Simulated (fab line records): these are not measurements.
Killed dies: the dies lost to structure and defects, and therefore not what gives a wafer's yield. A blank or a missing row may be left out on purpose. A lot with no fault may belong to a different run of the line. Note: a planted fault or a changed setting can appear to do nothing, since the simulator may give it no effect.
fab line records | flow n5Finfet
record: lots: 4 | wafers: 11 | lastDay: 16
route steps=1938 shown BEOL_M4@1099 BEOL_M5@1112 PASSIVATION@1936
lots that met no fault: from a run of the same line without faults
startH: hours from the record's first day to the start of the lot's first wafer shown | waitH: hours elapsed since this lot's preceding step | " repeats the value in the row above | L1.1+2: one row covering several wafers at once | - value missing, or start not given | * or withheld: withheld | < > ~ a bound
route shown NAME@n: a module of which the file shows steps, and the number in the route of the first | usual: average and standard deviation across the fault-free wafers | same: alike in all rows | chamber/n: place in a boat | sites: readings site by site | _std_site: the standard deviation of these | _edge_site: inner sites' mean taken away from outer sites' mean | radiusMm: how far each site lies from the wafer's centre | mask NAME#n: copy n | behind: tool/chamber where the wafer was last shaped | hold: cause of the lot's hold/its duration in hours/its outcome | device: names the non-switching transistor (n, p or np) | end of line: the tests these same wafers got at the end of their route | for a step that has no rows: nothing shown but its recipe | killed: dies that structure and defects cost at the first sort, which is not the same as the wafer's yield | map: shows each die of a wafer: x if killed, . if not, _ if none is there
set.NAME: the setting as run; set.NAME@STEP: as run at that earlier step | model.NAME: the simulator's own value behind a step, which no gauge read
lots at some steps of the route; a table a step, a row a wafer
services: when a tool's chamber went out of use (startH, in hours from the record's first day, below 0 if earlier), for how many hours, and the reason
== steps ==
step: N5_BEOL_M4_ANNEAL_95
recipe: tempC: 400 | timeS: 240 | ambient: vacuum
step: N5_BEOL_M4_SPUTTER_96
recipe: material: Cu | targetThkA: 45 | tempC: -20 | chamberPressurePa: 0.07 | powerW: withheld | timeS: 8.29
step: N5_BEOL_M4_ECD_50
recipe: material: Cu | targetThkA: 3000
step: N5_BEOL_M4_ANNEAL_51
recipe: tempC: 225 | timeS: 90 | ambient: N2
step: N5_BEOL_M4_CMP_52
recipe: stopOn: SiOC | tOverpolishS: 6.8 | downForcePsi: 1 | platenRpm: 50 | clearingPlatenDownForcePsi: 1.5 | clearingPlatenRpm: 50 | postCmpClean: cuAlkaline | targetThkNm: 40 | clearingPlatenPadVelocityMS: 0.99484 | padVelocityMS: 0.99484
step: N5_BEOL_M4_PRE_CLEAN_60
recipe: gas: NH3/H2 | timeS: 15 | tempC: * | rfPowerW: 300
step: N5_BEOL_M4_CO_CAP_55
recipe: material: Co | targetThkA: 20 | tempC: 200 | precursor: CCTBA/H2 | pressureTorr: 30 | timeS: 102.1
step: N5_BEOL_M4_PRE_CLEAN_56
recipe: gas: NH3 | timeS: 15 | tempC: withheld | rfPowerW: 300
step: N5_BEOL_M4_DEP_57
recipe: material: SiCN | targetThkA: 80 | tempC: withheld | precursor: 3MS/NH3 | pressureTorr: 3 | rfW: 202 | timeS: 14
step: N5_BEOL_M5_ILD_DEP_00
recipe: material: SiCOH_lowk | targetThkA: 1406.4 | tempC: 300 | precursor: DEMS/porogen | pressureTorr: 5 | rfW: 500 | timeS: 25.9
step: N5_BEOL_M5_CURE_79
recipe: tempC: 385 | timeS: 240 | ambient: He/Ar | material: SiCOH_lowk
step: N5_BEOL_M5_PECVD_70
recipe: material: SiO2 | targetThkA: 160 | tempC: 400 | precursor: TEOS/O2 | pressureTorr: 5.5 | rfW: 450 | teosFlowSccm: 53.8 | gas: O2 | flowSccm: 3000 | timeS: 18
step: N5_BEOL_M5_HM_DEP_02
recipe: material: TiN | targetThkA: 200 | tempC: 25 | chamberPressurePa: 0.49996
step: N5_BEOL_M5_COAT_59
recipe: resist: SOC | tempC: 250 | timeS: 60 | spinRpm: 1500 | resistThkNm: 60
step: N5_BEOL_M5_COAT_60
recipe: resist: SiARC | tempC: 220 | timeS: 60 | spinRpm: 1500 | resistThkNm: 12
step: N5_BEOL_M5_COAT_71
recipe: resist: underlayer | tempC: 205 | timeS: 60 | spinRpm: 1500 | resistThkNm: 5
step: N5_BEOL_M5_COAT_05
recipe: resist: CAR-EUV | spinRpm: 1500 | resistThkNm: 30
step: N5_BEOL_M5_EBR_07
recipe: solvent: PGMEA | ebrWidthMm: 1.5
step: N5_BEOL_M5_SOFTBAKE_06
recipe: tempC: 110 | timeS: 60 | resist: CAR-EUV
step: N5_BEOL_M5_EXPOSE_08
recipe: maskId: M5 | na: 0.33 | sourceShape: annular | sigmaInner: 0.4 | sigmaOuter: 0.8 | polarization: unpolarized | targetCdNm: 28 | doseMj: 35.75
step: N5_BEOL_M5_PEB_09
recipe: pebTempC: 100 | pebTimeS: 60 | resist: CAR-EUV
step: N5_BEOL_M5_DEVELOP_10
recipe: developTimeS: 30 | developer: TMAH | resist: CAR-EUV | rinseLiquid: surfactantRinse | dry: airSpin | devTempC: 23
step: N5_BEOL_M5_DESCUM_16
recipe: chemistry: O2 | timeS: 7 | sourcePowerW: 50 | biasPowerW: 20 | pressureMtorr: 20 | rfFrequencyHz: 2.712e+07 | tempC: 40 | resist: CAR-EUV | o2FlowSccm: 225
step: N5_BEOL_M5_ETCH_72
recipe: chemistry: N2/H2 | target: underlayer | targetDepthA: 65 | maskMaterial: CAR-EUV | timeS: 5.2 | ionEnergyEv: 200 | pressureMtorr: 30 | sourceW: 840 | biasW: 150 | n2FlowSccm: 200 | h2FlowSccm: 200 | ends: cleared
step: N5_BEOL_M5_ETCH_61
recipe: chemistry: CF4 | target: SiARC | targetDepthA: 156 | maskMaterial: CAR-EUV | timeS: 26 | ionEnergyEv: 80 | pressureMtorr: 40 | sourceW: 545 | biasW: 36 | Ar_flow_sccm: 100 | cf4FlowSccm: 100 | ends: cleared
step: N5_BEOL_M5_ETCH_62
recipe: chemistry: N2/H2 | target: SOC | targetDepthA: 750 | overetchA: 150 | maskMaterial: SiARC | tempC: 40 | timeS: 112.5 | ionEnergyEv: 200 | pressureMtorr: 30 | sourceW: 840 | biasW: 150 | n2FlowSccm: 200 | h2FlowSccm: 200
step: N5_BEOL_M5_STRIP_63
recipe: chemistry: N2/H2 | tempC: 40 | n2FlowSccm: 200 | h2FlowSccm: 200 | rfFrequencyHz: 6e+07
step: N5_BEOL_M5_STRIP_73
recipe: chemistry: N2/H2 | tempC: 40 | n2FlowSccm: 200 | h2FlowSccm: 200 | rfFrequencyHz: 6e+07
step: N5_BEOL_M5_STRIP_64
recipe: chemistry: CF4 | resist: SiARC | powerW: 300 | biasPowerW: 75 | pressureMtorr: 50 | cf4FlowSccm: 150 | rfFrequencyHz: 6e+07
step: N5_BEOL_M5_HM_OPEN_17
recipe: chemistry: Cl2/BCl3 | targetDepthA: 200 | overetchA: 60 | target: TiN | maskMaterial: SOC | ionEnergyEv: 150 | pressureMtorr: 10 | icpW: 1000 | biasW: 126 | Cl2_flow_sccm: 53.25 | bcl3FlowSccm: 21.75 | Ar_flow_sccm: 25
step: N5_BEOL_M5_STRIP_19
recipe: chemistry: O2 | powerW: 400 | tempC: 40 | pressureMtorr: 30 | rfFrequencyHz: 6e+07 | biasPowerW: 0 | overashFraction: 0.2 | o2FlowSccm: 225
step: N5_BEOL_M5_COAT_65
recipe: resist: SOC | tempC: 250 | timeS: 60 | spinRpm: 1500 | resistThkNm: 60
step: N5_BEOL_M5_COAT_66
recipe: resist: SiARC | tempC: 220 | timeS: 60 | spinRpm: 1500 | resistThkNm: 12
step: N5_BEOL_M5_ALD_86
recipe: material: TaN | targetThkA: * | tempC: 275 | aldPrecursorFamily: PDMAT | aldCoReactant: NH3 | pressureTorr: 3 | carrierFlowSccm: 1500 | pulseTimeS: 2 | purgeTimeS: 3 | coReactantPurgeTimeS: 2 | coReactantPulseTimeS: 3 | aldCycles: 30 | precursorVesselTempC: 75 | precursorVesselPressureTorr: 26.25 | precursorVesselCarrierSccm: 1000
usual: aldCycles: 30/0 | chamberPressureTorr: 3.001/0.0063 | heaterPowerW: 401/50
lot.wafer | tool        | chamber | startH | waitH | aldCycles | chamberPressureTorr | heaterPowerW | sinceWetCleanH
L134.1    | aldMetal-04 | 0       | 216.49 | 0.0   | -         | -                   | -            | -
L134.2    | "           | 3       | "      | "     | -         | -                   | -            | -
L134.5    | "           | 2       | "      | "     | -         | -                   | -            | -
L137.1    | aldMetal-03 | 2       | 219.76 | 0.3   | -         | -                   | -            | -
L137.4    | "           | 0       | "      | "     | -         | -                   | -            | -
L144.2    | aldMetal-04 | 3       | 284.33 | 0.0   | 30        | 3.002               | 353          | 3024
L144.3    | "           | 2       | "      | "     | 30        | 3.007               | 352          | 3024
L144.6    | "           | 2       | "      | "     | 30        | 3.004               | 356          | -
L148.2    | aldMetal-04 | 3       | 293.37 | 0.1   | 30        | 2.999               | 349          | 3033
L148.4    | "           | 1       | "      | "     | 30        | 3.005               | 448          | 3033
L148.5    | "           | 3       | "      | "     | 30        | 2.996               | 336          | -
step: N5_BEOL_M5_CMP_52
recipe: stopOn: SiCOH_lowk | tOverpolishS: 6.9 | downForcePsi: 1 | platenRpm: 50 | clearingPlatenDownForcePsi: 1.5 | clearingPlatenRpm: 50 | postCmpClean: cuAlkaline | targetThkNm: 62 | clearingPlatenPadVelocityMS: 0.99484 | padVelocityMS: 0.99484
usual: barrierFieldEndpointS: 24.9/0.71 | clearingPlatenDownForcePsi: 1.4996/0.003 | headPressurePsi: 0.9996/0.0024 | motorCurrentA: 5.9/0.43 | padLifeWafers: 1266/630
lot.wafer | tool   | chamber | startH | waitH | barrierFieldEndpointS | clearingPlatenDownForcePsi | headPressurePsi | motorCurrentA | padLifeWafers
L134.1    | cmp-03 | 2       | 221.80 | 0.3   | 22.7                  | 1.5052                     | 1.0021          | 5.5           | 1488
L134.2    | "      | 3       | "      | "     | 22.3                  | 1.5025                     | 0.9999          | 6.4           | 1489
L134.5    | "      | 2       | "      | "     | 22.4                  | 1.4979                     | 1.0001          | 5.9           | -
L137.4    | cmp-03 | 3       | 225.32 | 0.2   | 22.7                  | 1.4938                     | 1.0048          | 6.2           | 1519
L137.1    | "      | 1       | "      | "     | 22.7                  | 1.5010                     | 0.9971          | 5.6           | 1521
L144.3    | cmp-03 | 2       | 289.67 | 0.2   | 25.4                  | 1.4987                     | 1.0005          | 5.6           | 2107
L144.2    | "      | 0       | "      | "     | 25.5                  | 1.4963                     | 1.0007          | 5.8           | 2109
L144.6    | "      | 1       | "      | "     | 25.5                  | 1.4978                     | 0.9971          | 5.6           | -
L148.4    | cmp-04 | 1       | 301.14 | 0.4   | 25.2                  | 1.4973                     | 0.9988          | 5.3           | 644
L148.2    | "      | 2       | "      | "     | 25.2                  | 1.4993                     | 1.0028          | 6.5           | 645
L148.5    | "      | 0       | "      | "     | 24.9                  | 1.5023                     | 1.0011          | 6.4           | -
step: N5_PASSIVATION_PROBE_49
usual: killed_at_M0_to_M3: 37/12 | killed_at_M4_up: 14/5.3 | killedAtContacts: 12/6.2 | killedAtFrontEnd: 41/11 | killedAtOther: 3.7/2.9 | killedDies: 107/17 | killedOnRim: 14/4.4 | killedOpen: 71/12 | killedShort: 34/7.9
same: grossDies: 1180 | killedAtBackSide: 0
lot.wafer | tool      | chamber | startH | waitH | killed_at_M0_to_M3 | killed_at_M4_up | killedAtContacts | killedAtFrontEnd | killedAtOther | killedDies | killedOnRim | killedOpen | killedShort
L134.1    | prober-01 | -       | 313.20 | 0.0   | 21                 | 1100            | 7                | 49               | 3             | 1180       | 152         | 61         | 28
L134.2    | prober-01 | -       | 313.25 | 0.1   | 35                 | 1088            | 10               | 44               | 3             | 1180       | 152         | 61         | 41
L134.5    | prober-01 | -       | 313.40 | 0.2   | 29                 | 1089            | 13               | 41               | 8             | 1180       | 152         | 69         | 33
L137.1    | prober-02 | -       | 325.04 | 0.0   | 21                 | 1106            | 12               | 33               | 8             | 1180       | 152         | 58         | 29
L137.4    | prober-02 | -       | 325.19 | 0.2   | 31                 | 1080            | 18               | 49               | 2             | 1180       | 152         | 75         | 35
L144.2    | prober-01 | -       | 374.77 | 0.1   | 24                 | 11              | 17               | 27               | 0             | 79         | 7           | 56         | 21
L144.3    | prober-01 | -       | 374.82 | 0.1   | 30                 | 15              | 16               | 41               | 3             | 105        | 20          | 76         | 28
L144.6    | prober-01 | -       | 374.97 | 0.3   | 52                 | 21              | 22               | 35               | 1             | 131        | 17          | 92         | 38
L148.2    | prober-02 | -       | 395.26 | 0.1   | 37                 | 12              | 16               | 34               | 11            | 110        | 10          | 73         | 36
L148.4    | prober-02 | -       | 395.36 | 0.2   | 37                 | 22              | 15               | 32               | 4             | 110        | 14          | 75         | 33
L148.5    | prober-02 | -       | 395.41 | 0.2   | 48                 | 14              | 12               | 42               | 10            | 126        | 22          | 77         | 45
killed by level:class
L134.1 BEOL_M5:areaAld=1081 DUMMY_GATE:geometricParticle:open=16 M5:areaAld=9 STI_FIN_REVEAL:geometricParticle:open=8 MOL_CONTACT_COAG:geometricParticle:open=6 BEOL_M1:geometricParticle:open=6 DUMMY_GATE:geometricParticle:short=5 FIN_SAQP:geometricParticle:open=4
L134.2 BEOL_M5:areaAld=1068 DUMMY_GATE:geometricParticle:open=11 BEOL_M1:geometricParticle:open=9 M5:areaAld=9 GATE_CUT:geometricParticle:short=8 MOL_CONTACT_COAG:geometricParticle:open=8 BEOL_M0_SAQP:geometricParticle:short=7 GATE_CUT:geometricParticle:open=6
L134.5 BEOL_M5:areaAld=1066 DUMMY_GATE:geometricParticle:open=16 M5:areaAld=10 MOL_CONTACT_COAG:geometricParticle:open=9 BEOL_M1:geometricParticle:open=8 PASS1_CAP:geometricParticle:open=5 BEOL_M3:geometricParticle:short=5 BEOL_M5:geometricParticle:open=5
L137.1 BEOL_M5:areaAld=1088 MOL_CONTACT_COAG:geometricParticle:open=9 BEOL_M2:geometricParticle:open=9 DUMMY_GATE:geometricParticle:open=7 FIN_SAQP:geometricParticle:open=5 STI_FIN_REVEAL:geometricParticle:open=5 ILD0:geometricParticle:short=4 BEOL_M2:geometricParticle:short=4
L137.4 BEOL_M5:areaAld=1056 FIN_SAQP:geometricParticle:short=18 MOL_CONTACT_COAG:geometricParticle:open=16 BEOL_M2:geometricParticle:open=14 M5:areaAld=11 FIN_SAQP:geometricParticle:open=10 DUMMY_GATE:geometricParticle:open=7 STI_FIN_REVEAL:geometricParticle:open=6
L144.2 MOL_CONTACT_COAG:geometricParticle:open=14 FIN_SAQP:geometricParticle:open=8 FIN_SAQP:geometricParticle:short=8 BEOL_M2:geometricParticle:open=6 STI_FIN_REVEAL:geometricParticle:open=4 BEOL_M0_SAQP:geometricParticle:open=4 BEOL_M1:geometricParticle:open=4 BEOL_M0_SAQP:geometricParticle:short=3
L144.3 MOL_CONTACT_COAG:geometricParticle:open=15 FIN_SAQP:geometricParticle:open=10 STI_FIN_REVEAL:geometricParticle:open=9 BEOL_M0_SAQP:geometricParticle:short=9 DUMMY_GATE:geometricParticle:open=5 BEOL_M0_SAQP:geometricParticle:open=5 BEOL_M2:geometricParticle:open=5 STARTING-WAFER:geometricParticle:open=5
L144.6 MOL_CONTACT_COAG:geometricParticle:open=18 STI_FIN_REVEAL:geometricParticle:open=14 BEOL_M2:geometricParticle:open=12 BEOL_M0_SAQP:geometricParticle:short=10 BEOL_M3:geometricParticle:open=9 BEOL_M4:geometricParticle:open=7 BEOL_M0_SAQP:geometricParticle:open=7 FIN_SAQP:geometricParticle:open=5
L148.2 MOL_CONTACT_COAG:geometricParticle:open=15 BEOL_M0_SAQP:geometricParticle:short=11 FIN_SAQP:geometricParticle:open=8 BEOL_M0_SAQP:geometricParticle:open=8 BEOL_M1:geometricParticle:open=7 BEOL_M2:geometricParticle:open=7 STI_FIN_REVEAL:geometricParticle:open=6 DUMMY_GATE:geometricParticle:open=4
L148.4 BEOL_M0_SAQP:geometricParticle:open=15 MOL_CONTACT_COAG:geometricParticle:open=13 BEOL_M4:geometricParticle:open=10 BEOL_M0_SAQP:geometricParticle:short=8 FIN_SAQP:geometricParticle:short=6 BEOL_M8:geometricParticle:open=6 STARTING-WAFER:geometricParticle:open=5 FIN_SAQP:geometricParticle:open=4
L148.5 BEOL_M0_SAQP:geometricParticle:short=15 STI_FIN_REVEAL:geometricParticle:open=11 MOL_CONTACT_COAG:geometricParticle:open=11 BEOL_M0_SAQP:geometricParticle:open=9 BEOL_M1:geometricParticle:open=9 ILD0:geometricParticle:short=7 BEOL_M4:geometricParticle:open=7 BEOL_M2:geometricParticle:open=6
map L134.1 (x killed, . not)
_________________xxxxxxxxxxxx________________
______________xxxxxxxxxxxxxxxxxx_____________
___________xxxxxxxxxxxxxxxxxxxxxxxx__________
__________xxxxxxxxxxxxxxxxxxxxxxxxxx_________
________xxxxxxxxxxxxxxxxxxxxxxxxxxxxxx_______
_______xxxxxxxxxxxxxxxxxxxxxxxxxxxxxxxx______
______xxxxxxxxxxxxxxxxxxxxxxxxxxxxxxxxxx_____
_____xxxxxxxxxxxxxxxxxxxxxxxxxxxxxxxxxxxx____
____xxxxxxxxxxxxxxxxxxxxxxxxxxxxxxxxxxxxxx___
___xxxxxxxxxxxxxxxxxxxxxxxxxxxxxxxxxxxxxxxx__
___xxxxxxxxxxxxxxxxxxxxxxxxxxxxxxxxxxxxxxxx__
__xxxxxxxxxxxxxxxxxxxxxxxxxxxxxxxxxxxxxxxxxx_
__xxxxxxxxxxxxxxxxxxxxxxxxxxxxxxxxxxxxxxxxxx_
_xxxxxxxxxxxxxxxxxxxxxxxxxxxxxxxxxxxxxxxxxxxx
_xxxxxxxxxxxxxxxxxxxxxxxxxxxxxxxxxxxxxxxxxxxx
_xxxxxxxxxxxxxxxxxxxxxxxxxxxxxxxxxxxxxxxxxxxx
_xxxxxxxxxxxxxxxxxxxxxxxxxxxxxxxxxxxxxxxxxxxx
_xxxxxxxxxxxxxxxxxxxxxxxxxxxxxxxxxxxxxxxxxxxx
_xxxxxxxxxxxxxxxxxxxxxxxxxxxxxxxxxxxxxxxxxxxx
_xxxxxxxxxxxxxxxxxxxxxxxxxxxxxxxxxxxxxxxxxxxx
_xxxxxxxxxxxxxxxxxxxxxxxxxxxxxxxxxxxxxxxxxxxx
__xxxxxxxxxxxxxxxxxxxxxxxxxxxxxxxxxxxxxxxxxx_
__xxxxxxxxxxxxxxxxxxxxxxxxxxxxxxxxxxxxxxxxxx_
___xxxxxxxxxxxxxxxxxxxxxxxxxxxxxxxxxxxxxxxx__
___xxxxxxxxxxxxxxxxxxxxxxxxxxxxxxxxxxxxxxxx__
____xxxxxxxxxxxxxxxxxxxxxxxxxxxxxxxxxxxxxx___
_____xxxxxxxxxxxxxxxxxxxxxxxxxxxxxxxxxxxx____
______xxxxxxxxxxxxxxxxxxxxxxxxxxxxxxxxxx_____
_______xxxxxxxxxxxxxxxxxxxxxxxxxxxxxxxx______
________xxxxxxxxxxxxxxxxxxxxxxxxxxxxxx_______
__________xxxxxxxxxxxxxxxxxxxxxxxxxx_________
___________xxxxxxxxxxxxxxxxxxxxxxxx__________
______________xxxxxxxxxxxxxxxxxx_____________
_________________xxxxxxxxxxxx________________
map L137.1 (x killed, . not)
_________________xxxxxxxxxxxx________________
______________xxxxxxxxxxxxxxxxxx_____________
___________xxxxxxxxxxxxxxxxxxxxxxxx__________
__________xxxxxxxxxxxxxxxxxxxxxxxxxx_________
________xxxxxxxxxxxxxxxxxxxxxxxxxxxxxx_______
_______xxxxxxxxxxxxxxxxxxxxxxxxxxxxxxxx______
______xxxxxxxxxxxxxxxxxxxxxxxxxxxxxxxxxx_____
_____xxxxxxxxxxxxxxxxxxxxxxxxxxxxxxxxxxxx____
____xxxxxxxxxxxxxxxxxxxxxxxxxxxxxxxxxxxxxx___
___xxxxxxxxxxxxxxxxxxxxxxxxxxxxxxxxxxxxxxxx__
___xxxxxxxxxxxxxxxxxxxxxxxxxxxxxxxxxxxxxxxx__
__xxxxxxxxxxxxxxxxxxxxxxxxxxxxxxxxxxxxxxxxxx_
__xxxxxxxxxxxxxxxxxxxxxxxxxxxxxxxxxxxxxxxxxx_
_xxxxxxxxxxxxxxxxxxxxxxxxxxxxxxxxxxxxxxxxxxxx
_xxxxxxxxxxxxxxxxxxxxxxxxxxxxxxxxxxxxxxxxxxxx
_xxxxxxxxxxxxxxxxxxxxxxxxxxxxxxxxxxxxxxxxxxxx
_xxxxxxxxxxxxxxxxxxxxxxxxxxxxxxxxxxxxxxxxxxxx
_xxxxxxxxxxxxxxxxxxxxxxxxxxxxxxxxxxxxxxxxxxxx
_xxxxxxxxxxxxxxxxxxxxxxxxxxxxxxxxxxxxxxxxxxxx
_xxxxxxxxxxxxxxxxxxxxxxxxxxxxxxxxxxxxxxxxxxxx
_xxxxxxxxxxxxxxxxxxxxxxxxxxxxxxxxxxxxxxxxxxxx
__xxxxxxxxxxxxxxxxxxxxxxxxxxxxxxxxxxxxxxxxxx_
__xxxxxxxxxxxxxxxxxxxxxxxxxxxxxxxxxxxxxxxxxx_
___xxxxxxxxxxxxxxxxxxxxxxxxxxxxxxxxxxxxxxxx__
___xxxxxxxxxxxxxxxxxxxxxxxxxxxxxxxxxxxxxxxx__
____xxxxxxxxxxxxxxxxxxxxxxxxxxxxxxxxxxxxxx___
_____xxxxxxxxxxxxxxxxxxxxxxxxxxxxxxxxxxxx____
______xxxxxxxxxxxxxxxxxxxxxxxxxxxxxxxxxx_____
_______xxxxxxxxxxxxxxxxxxxxxxxxxxxxxxxx______
________xxxxxxxxxxxxxxxxxxxxxxxxxxxxxx_______
__________xxxxxxxxxxxxxxxxxxxxxxxxxx_________
___________xxxxxxxxxxxxxxxxxxxxxxxx__________
______________xxxxxxxxxxxxxxxxxx_____________
_________________xxxxxxxxxxxx________________
== services ==
tool        | chamber | startH | hours | kind
cmp-04      | -       | 199.73 | 4.0   | pm
cmp-04      | -       | 203.73 | -     | consumableReplace:conditioner
cmp-04      | -       | 203.73 | -     | consumableReplace:pad
cmp-04      | -       | 204.42 | 1.4   | repair
cmp-04      | -       | 218.83 | 0.5   | repair
cmp-04      | -       | 252.53 | 18.1  | pm
aldMetal-04 | -       | 286.74 | 4.3   | pm
cmp-03      | -       | 290.76 | 4.0   | pm
cmp-03      | -       | 294.76 | -     | consumableReplace:conditioner
cmp-03      | -       | 294.76 | -     | consumableReplace:pad
cmp-03      | -       | 296.86 | 6.4   | repair
== key ==
firstSign: step: N5_BEOL_M5_ALD_86 | reading: toolRecord | direction: missing
effect: step: N5_BEOL_M5_CMP_52 | reading: barrierFieldEndpointS | direction: down | sigmas: 3.2 | usual: 24.9 | struck: 22.6
effect: step: N5_PASSIVATION_PROBE_49 | reading: killed_at_M4_up | direction: up | sigmas: 99+ | usual: 14 | struck: 1093
moreKillsBornAt: N5_BEOL_M5_ALD_86@aldMetal-04: 3243 | N5_BEOL_M5_ALD_86@aldMetal-03: 2159
metAt N5_BEOL_M5_ALD_86
struckWafers L134.1,L134.2,L134.5,L137.1,L137.4
laterRowsLeftOut L134.1,L134.2,L134.5,L137.1,L137.4
testerLeftOut L137
earlierFault: kind: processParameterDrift | tool: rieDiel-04 | chamber: 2 | onsetH: 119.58 | steps: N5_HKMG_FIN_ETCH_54 | channel: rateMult | offset: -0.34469 | shape: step
earlierFault: kind: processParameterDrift | tool: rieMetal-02 | chamber: 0 | onsetH: 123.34 | steps: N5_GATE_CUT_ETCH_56 | channel: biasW | offset: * | shape: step | actsIn: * | stated: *
fault: kind: skippedStepWhole | tool: aldMetal-03,aldMetal-04 | chamber: - | onsetH: 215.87 | steps: N5_BEOL_M5_ALD_86 | scope: struckLotsOnly
testerLeftOut: of these lots the tester's yield and bins aren't shown, on N5 and GAA mostly nor the transistor test; their killed dies are dies lost to structure and defects alone, not to doping, threshold or leakage, so they don't give the yield
laterRowsLeftOut: the simulator's readings of these wafers behind a module that went badly wrong aren't trusted and aren't shown, but for the sort
